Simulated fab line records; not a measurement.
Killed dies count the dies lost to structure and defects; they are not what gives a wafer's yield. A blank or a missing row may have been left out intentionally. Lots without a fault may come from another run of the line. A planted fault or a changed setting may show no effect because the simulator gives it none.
Which tool did it? | flow n5_finfet | 10 lots with 27 wafers sampled at 5 steps, on a route of 1938 steps

== WHAT THE GAUGES READ, wafer by wafer ==
N5_BEOL_M4_RC_MEAS_101.
lot  | measured     | on        | DIBL_N (mV/V)
L551 | day 9 04:32  | prober-02 | 35.9 36.7 35.2
L554 | day 9 17:33  | prober-02 | 35.4 36.6 31.5
L553 | day 9 15:00  | prober-01 | 37.2 35.6 36.1
L556 | day 9 21:05  | prober-01 | 37.5 34.3 36.0
L559 | day 10 18:16 | prober-01 | 38.5 42.5 39.5
L566 | day 12 22:58 | prober-02 | 38.1 38.3 37.2
L570 | day 14 03:44 | prober-02 | 35.1 40.6
L571 | day 14 06:13 | prober-02 | 38.1 36.0
L572 | day 14 05:49 | prober-01 | 35.3 38.1 37.8
L573 | day 15 04:48 | prober-01 | 40.2 42.3

== TOOL THAT RAN EACH LOT (tool first, then ch and the chambers of the sampled wafers, then the start) ==
lot  | N5_BEOL_M0_SAQP_ILD_DEP_01     | N5_BEOL_M0_SAQP_PECVD_04       | N5_BEOL_M0_SAQP_MANDREL_ETCH_20 | N5_BEOL_M0_SAQP_RECESS_104
L551 | pecvd-02 ch 1,2, day 5 18:29   | pecvd-01 ch 1,2, day 5 22:40   | rie_si-06 ch 1,2,3, day 5 23:36 | vapor_etch-02 ch 0,1, day 6 01:09
L554 | pecvd-02 ch 0,1,2, day 6 12:43 | pecvd-02 ch 0,1,2, day 6 13:10 | rie_si-05 ch 1,2,3, day 6 13:59 | vapor_etch-01 ch 0,1, day 6 15:38
L553 | pecvd-02 ch 0,1,2, day 6 15:42 | pecvd-04 ch 0,1,2, day 6 18:28 | rie_si-05 ch 2,3, day 6 19:19   | vapor_etch-02 ch 0,1, day 6 20:52
L556 | pecvd-02 ch 0,1, day 6 21:42   | pecvd-02 ch 0,2, day 6 22:40   | rie_si-05 ch 0,2,3, day 6 23:36 | vapor_etch-01 ch 0,1, day 7 02:18
L559 | pecvd-04 ch 0,1, day 7 16:24   | pecvd-02 ch 0,1, day 7 16:56   | rie_si-05 ch 0,2,3, day 7 17:46 | vapor_etch-02 ch 0,1, day 7 19:49
L566 | pecvd-04 ch 0,1,2, day 9 08:08 | pecvd-01 ch 0,1,2, day 9 09:18 | rie_si-06 ch 0,2,3, day 9 10:19 | vapor_etch-02 ch 0,1, day 9 13:23
L570 | pecvd-04 ch 1, day 10 14:34    | pecvd-01 ch 0,2, day 10 15:05  | rie_si-06 ch 0,2, day 10 16:19  | vapor_etch-01 ch 0,1, day 10 17:58
L571 | pecvd-04 ch 0, day 10 17:34    | pecvd-02 ch 0,2, day 10 18:36  | rie_si-06 ch 2, day 10 20:14    | vapor_etch-02 ch 0,1, day 10 22:55
L572 | pecvd-01 ch 2, day 10 20:34    | pecvd-02 ch 0,2, day 10 22:08  | rie_si-05 ch 0,3, day 10 23:22  | vapor_etch-01 ch 0,1, day 11 01:35
L573 | pecvd-04 ch 0,1, day 11 05:28  | pecvd-02 ch 0,1, day 11 06:15  | rie_si-06 ch 0,2, day 11 07:50  | vapor_etch-02 ch 1, day 11 09:49
- N5_BEOL_M0_SAQP_ILD_DEP_01: deposits SiOC from DEMS/O2, target thk 45.419 nm, time 8.7 s.
- N5_BEOL_M0_SAQP_PECVD_04: deposits a-Si from SiH4/He, target thk 60 nm, time 60.2 s.
- N5_BEOL_M0_SAQP_MANDREL_ETCH_20: etches a-Si in HBr/Cl2, stops on SiNx, target depth 60 nm, bt time 10 s, time 30 s.
- N5_BEOL_M0_SAQP_RECESS_104: chemistry HF/NH3, target SiO2, target depth 18 nm, afs cycles 3, sublimation time 60 s.

== THE ANSWER, worked out from the rows above alone ==
Rule: what is usual is taken from the lots themselves. Put in order of their means at a reading, lots are off if they are a third of the lots or fewer, leave a main group of 4 or more, and stand apart from it by a gap of 3 or more times the standard deviation of the main group's means; of several such gaps the widest counts. A main group is skipped when, at the precision printed for the reading in the tables above, its means are all equal. Also off: a lot with no number at a reading for which 4 or more lots have one. Any other lot the step has rows for is counted as sound.
Nothing can be told from this: no lot is off at any reading shown.

== WHAT THE SIMULATOR HAD INSERTED ==
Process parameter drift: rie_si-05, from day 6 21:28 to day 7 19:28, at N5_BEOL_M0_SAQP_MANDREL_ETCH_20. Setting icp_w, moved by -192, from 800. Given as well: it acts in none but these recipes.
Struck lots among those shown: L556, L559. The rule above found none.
